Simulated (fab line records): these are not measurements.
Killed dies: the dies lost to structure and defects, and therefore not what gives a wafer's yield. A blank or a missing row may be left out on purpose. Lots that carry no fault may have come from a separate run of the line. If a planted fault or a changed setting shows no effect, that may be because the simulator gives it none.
Split-lot study + flow n5-finfet + route with 1938 steps; 7 lots, 39 wafers read

THE SPLIT ITSELF
At N5_BEOL_M9_DESCUM_16 (chemistry O2, time 7.9 s), the setting time-s was moved away from the recipe's 7.9 s on 9 of the 39 wafers read, by -29.0% to +39.6%. All remaining wafers had this setting at the recipe value.

The file shows no step between the split and the reading.

THE READING
CAR-ArF_of_BEOL_M9_COAT_05.thk-nm (the simulator's own value, which no gauge read), in nm, at N5_BEOL_M9_ETCH_61 (etches SiARC in CF4, target depth 39 nm, time 65 s). There is no usual value for it anywhere in the file. Across the 30 wafers here that went through the recipe, the average is 55.4 nm and the standard deviation 0.21 nm.

| wafer  | tool, chamber at the split | time-s as run, s | against the recipe | CAR-ArF_of_BEOL_M9_COAT_05.thk-nm, nm | against lot-mates on the recipe |
|--------|----------------------------|------------------|--------------------|---------------------------------------|---------------------------------|
| L079.1 | rie-diel-03, 1,3,0         | 7.9              | recipe             | 55.4                                  | -                               |
| L079.3 | rie-diel-03, 1,3,0         | 7.9              | recipe             | 55.4                                  | -                               |
| L079.4 | rie-diel-03, 1,3,0         | 7.9              | recipe             | 55.4                                  | -                               |
| L079.2 | rie-diel-03, 0             | 7.9              | recipe             | 55                                    | -                               |
| L079.5 | rie-diel-03, 3,1           | 7.9              | recipe             | 55.6                                  | -                               |
| L079.6 | rie-diel-03, 3,1           | 7.9              | recipe             | 55.6                                  | -                               |
| L084.1 | rie-diel-05, 3,2           | 7.9              | recipe             | 55.4                                  | -                               |
| L084.5 | rie-diel-05, 3,2           | 7.9              | recipe             | 55.4                                  | -                               |
| L084.2 | rie-diel-05, 0,2           | 5.607            | -29.0%             | 56.6                                  | +1.1                            |
| L084.3 | rie-diel-05, 0,2           | 5.607            | -29.0%             | 56.8                                  | +1.3                            |
| L084.4 | rie-diel-05, 1             | 5.607            | -29.0%             | 57                                    | +1.5                            |
| L084.6 | rie-diel-05, 1             | 7.9              | recipe             | 55.8                                  | -                               |
| L091.1 | rie-diel-03, 0             | 7.9              | recipe             | 55.2                                  | -                               |
| L091.2 | rie-diel-03, 2             | 11.03            | +39.6%             | 53                                    | -2.3                            |
| L091.5 | rie-diel-03, 2             | 11.03            | +39.6%             | 53                                    | -2.3                            |
| L091.3 | rie-diel-03, 1,3           | 7.9              | recipe             | 55.4                                  | -                               |
| L091.4 | rie-diel-03, 1,3           | 7.9              | recipe             | 55.4                                  | -                               |
| L091.6 | rie-diel-03, 1             | 11.03            | +39.6%             | 53.4                                  | -1.9                            |
| L090.1 | rie-diel-05, 1,3           | 9.234            | +16.9%             | 54.6                                  | -0.6                            |
| L090.6 | rie-diel-05, 1,3           | 9.234            | +16.9%             | 54.6                                  | -0.6                            |
| L090.2 | rie-diel-05, 3,0           | 7.9              | recipe             | 55.4                                  | -                               |
| L090.5 | rie-diel-05, 3,0           | 7.9              | recipe             | 55.4                                  | -                               |
| L090.3 | rie-diel-05, 0             | 9.234            | +16.9%             | 54.8                                  | -0.4                            |
| L090.4 | rie-diel-05, 2             | 7.9              | recipe             | 54.8                                  | -                               |
| L093.1 | rie-diel-03, 1,0           | 7.9              | recipe             | 55.4                                  | -                               |
| L093.4 | rie-diel-03, 0,1           | 7.9              | recipe             | 55.4                                  | -                               |
| L093.6 | rie-diel-03, 0,1           | 7.9              | recipe             | 55.4                                  | -                               |
| L093.2 | rie-diel-03, 3             | 7.9              | recipe             | 55.8                                  | -                               |
| L093.3 | rie-diel-03, 2             | 7.9              | recipe             | 55.6                                  | -                               |
| L093.5 | rie-diel-03, 1,0           | 7.9              | recipe             | 55.2                                  | -                               |
| L094.1 | rie-diel-04, 3             | 7.9              | recipe             | 55.6                                  | -                               |
| L094.5 | rie-diel-04, 3,2           | 7.9              | recipe             | 55.6                                  | -                               |
| L094.2 | rie-diel-04, 2,0           | 7.9              | recipe             | 55.2                                  | -                               |
| L094.3 | rie-diel-04, 1             | 7.9              | recipe             | 55.2                                  | -                               |
| L094.4 | rie-diel-04, 2,0           | 7.9              | recipe             | 55.2                                  | -                               |
| L094.6 | rie-diel-04, 3,2           | 7.9              | recipe             | 55.4                                  | -                               |
| L092.1 | rie-diel-03, 2             | 7.9              | recipe             | 55.2                                  | -                               |
| L092.3 | rie-diel-03, 0             | 7.9              | recipe             | 55.4                                  | -                               |
| L092.4 | rie-diel-03, 3             | 7.9              | recipe             | 55.6                                  | -                               |
If several chambers appear in one row, that row covers several wafers at once and the file leaves open which wafer was in which chamber.

THE FIT
A straight line over all 39 wafers: CAR-ArF_of_BEOL_M9_COAT_05.thk-nm changes by -0.0528 nm for each +1% of time-s; r = -0.96; the points scatter about the line by 0.22 nm.
The same after taking each lot's own level away (the mean of its wafers on the recipe; 39 wafers): -0.0492 nm for each +1%; r = -0.96; scatter 0.22 nm.
Per that fit: largest time-s move, reading shift of 1.9 nm.
The lots' own levels span 55.20 to 55.53 nm, that is 1.6 times the standard deviation above.
Consequently the slope shifts little with the lot-to-lot level, the two slopes agreeing.
Check: -1.86 nm against its lot-mates is what the line predicts for one of the wafers moved furthest among these (+39.6%) when that wafer is left out of the fit. It came out at -2.33 nm against them.

THE OTHER SPLITS THESE WAFERS WENT THROUGH
Note: prior to the reading, these wafers also went through further splits. Each is held against what the fit with the lots' levels taken away leaves over:
| other split on the same wafers       | wafers away from the commonest value | r with CAR-ArF_of_BEOL_M9_COAT_05.thk-nm (lot level and that fit taken away) |
|--------------------------------------|--------------------------------------|------------------------------------------------------------------------------|
| N5_BEOL_M8_DEVELOP_10 develop-time-s | 6                                    | -0.14                                                                        |

THE WHOLE CHAIN: every reading that the file lists as answering this split, in the file's order
| step                 | what it does                                       | reading                                                                            | change (the file's fit)                | r (the file's) |
|----------------------|----------------------------------------------------|------------------------------------------------------------------------------------|----------------------------------------|----------------|
| N5_BEOL_M9_DESCUM_16 | chemistry O2, time 7.9 s                           | CAR-ArF_of_BEOL_M9_COAT_05.thk-nm (the simulator's own value, which no gauge read) | -0.0511 nm for each +1% of the setting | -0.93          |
| N5_BEOL_M9_ETCH_61   | etches SiARC in CF4, target depth 39 nm, time 65 s | CAR-ArF_of_BEOL_M9_COAT_05.thk-nm (the simulator's own value, which no gauge read) | -0.0493 nm for each +1% of the setting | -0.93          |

FILE'S OWN FIT
CAR-ArF_of_BEOL_M9_COAT_05.thk-nm changes by -0.0493 nm for each +1% of time-s, r = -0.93.
